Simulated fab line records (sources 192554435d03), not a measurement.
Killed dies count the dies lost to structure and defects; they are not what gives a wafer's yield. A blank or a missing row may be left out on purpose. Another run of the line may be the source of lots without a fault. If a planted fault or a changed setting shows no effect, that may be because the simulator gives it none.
Struck lot and sound lot, side by side	flow n5Finfet	16 steps out of a route of 1938
Sound: these wafers, L477.1, L477.2, L477.6. Struck: wafers L484.1, L484.6 (left out: L484.3, a lot-mate that was not struck); the cause follows at the end.
For every step that has rows: the tool of each side, followed by ch and its chambers, followed by its first start. Under that, the readings that differ: sound wafers	struck wafers	difference of the means	sigmas: that difference in standard deviations of wafers without a fault.
alike: a reading whose means differ by less than 2 such deviations, as well as words and numbers matching on both sides. not compared: withheld readings; readings where some wafer has no value; bounds like >300 that might hide an equal value; numbers whose values overlap and for which the record gives no deviation.
A row with sigmas, a row that says differs or no value, or rows on one side alone: a step with any of these is where the two part. Numbers that have no deviation but don't overlap get no sigmas and don't part them. A reading missing from all wafers of one side parts the sides only when that side holds two or more wafers.

N5_FIN_CUT_CD_MEAS_08 targets a cd of 29.1 nm.
  sound on cdSem-02 ch 0, day 2 21:26; struck on cdSem-03 ch 0, day 4 15:50
  alike: cdNm
N5_FIN_CUT_OVL_MEAS_09:
  sound on overlay-01 ch 0, day 2 21:28; struck on overlay-01 ch 0, day 4 15:52
  alike: FIN_CUT_OVL
N5_FIN_CUT_INSPECT_10: inspects for defects (brightfield).
  sound on defectInspect-02 at day 2 21:31; struck on defectInspect-02 at day 4 15:55
  alike: rawDefectCount
N5_FIN_CUT_DESCUM_13: chemistry O2, time 7 s.
  sound on rieDiel-04 ch 2,3, day 2 21:33; struck on rieDiel-05 ch 0,3, day 4 15:57
  alike: chamberPressureMTorr, drypumpMotorCurrentA, oesProductAu, rfVppV, showerheadPlenumPTorr, throttleValvePct
  not compared: rfHoursCounterH
N5_FIN_CUT_ETCH_30: etches underlayer in N2/H2, target depth 13 nm, time 10.4 s.
  sound on rieDiel-04 ch 2,3, day 2 21:35; struck on rieDiel-05 ch 0,3, day 4 15:59
reading	sound	struck	difference	sigmas
etchRfOnTimeS (s)	10.69 10.90 10.78	10.19 10.36	-0.52	-2
  alike: chamberPressureMTorr, drypumpMotorCurrentA, oesProductAu, rfVppV, showerheadPlenumPTorr, throttleValvePct
  not compared: rfHoursCounterH
N5_FIN_CUT_ETCH_20: etches SiARC in CF4, target depth 26 nm, time 43.3 s.
  sound on rieDiel-04 ch 2,3, day 2 21:36; struck on rieDiel-05 ch 0,3, day 4 16:00
  alike: chamberPressureMTorr, drypumpMotorCurrentA, etchRfOnTimeS, oesProductAu, rfVppV, showerheadPlenumPTorr, throttleValvePct
  not compared: rfHoursCounterH
N5_FIN_CUT_ETCH_21: etches SOC in N2/H2, target depth 219 nm, overetch 43.8 nm, time 523.5 s.
  sound on rieDiel-04 ch 2,3, day 2 21:38; struck on rieDiel-05 ch 0,3, day 4 16:02
  alike: chamberPressureMTorr, drypumpMotorCurrentA, oesProductAu, rfVppV, showerheadPlenumPTorr, throttleValvePct
  not compared: rfHoursCounterH
then, 3 steps without rows for these wafers: N5_FIN_CUT_STRIP_23 (strips in N2/H2); N5_FIN_CUT_STRIP_31 (strips in N2/H2); N5_FIN_CUT_STRIP_24 (strips in CF4).
N5_FIN_CUT_CUT_ETCH_26: etches SiNx in CH3F/O2, target depth 39 nm, time 55.7 s.
  sound on rieDiel-04 ch 2,3, day 2 21:59; struck on rieDiel-05 ch 0,3, day 4 16:23
  alike: chamberPressureMTorr, drypumpMotorCurrentA, oesProductAu, rfVppV, showerheadPlenumPTorr, throttleValvePct
  not compared: rfHoursCounterH
then, 1 step without rows for these wafers: N5_FIN_CUT_CUT_ETCH_27 (etches SiO2 in CHF3/O2, target depth 4 nm, overetch 2 nm, time 4.9 s).
N5_FIN_CUT_PRECLEAN_35: cleans in vHF, time 13.3 s.
  sound on vaporEtch-01 ch 0,1, day 2 22:06; struck on vaporEtch-01 ch 1, day 4 16:30
reading	sound	struck	difference	sigmas
timeS (s)	13.3 13.3 13.3	8.906 8.906	-4.394	
  alike: drypumpMotorCurrentA
then, 1 step without rows for these wafers: N5_FIN_CUT_CUT_ETCH_15 (etches Si in HBr/Cl2/O2, target depth 100 nm, bt time 10 s, time 42.4 s).
-- record jumps: 6 days separate the struck wafers' starts on either side; left off in module FIN_CUT, taken up again in module BEOL_M4, whose first shown step is the route's number 1111 --
N5_BEOL_M4_RC_MEAS_101:
  sound on prober-02 ch 0, day 9 08:28; struck on prober-02 ch 0, day 10 22:34
  alike: DIBL_N, DIBL_P, IOFF_N, IOFF_P, ION_N, ION_P, SS_N, SS_P, VT_N, VT_P
-- here the record skips 4 days between the struck wafers' starts before and after, leaving off in module BEOL_M4 and picking up in module PASSIVATION (first step shown: number 1936 of the route) --
N5_PASSIVATION_PROBE_49:
  sound on prober-01 at day 13 10:03; struck on prober-02 at day 15 09:20
  alike: defectLimitedYield, killed_at_M0_to_M3, killed_at_M4_up, killedAtContacts, killedAtFrontEnd, killedAtOther, killedDies, killedOpen, killedShort, sort_bin_5_function, sort_bin_6_memory, sortNPass, sortYieldPct

## WHERE THEY PART
Only at N5_FIN_CUT_ETCH_30, as far as this record shows. Later steps at which nothing parts them and some readings are alike: N5_FIN_CUT_ETCH_20, N5_FIN_CUT_ETCH_21, N5_FIN_CUT_CUT_ETCH_26, N5_FIN_CUT_PRECLEAN_35, N5_BEOL_M4_RC_MEAS_101, N5_PASSIVATION_PROBE_49.

WHY: whatever the simulator had introduced
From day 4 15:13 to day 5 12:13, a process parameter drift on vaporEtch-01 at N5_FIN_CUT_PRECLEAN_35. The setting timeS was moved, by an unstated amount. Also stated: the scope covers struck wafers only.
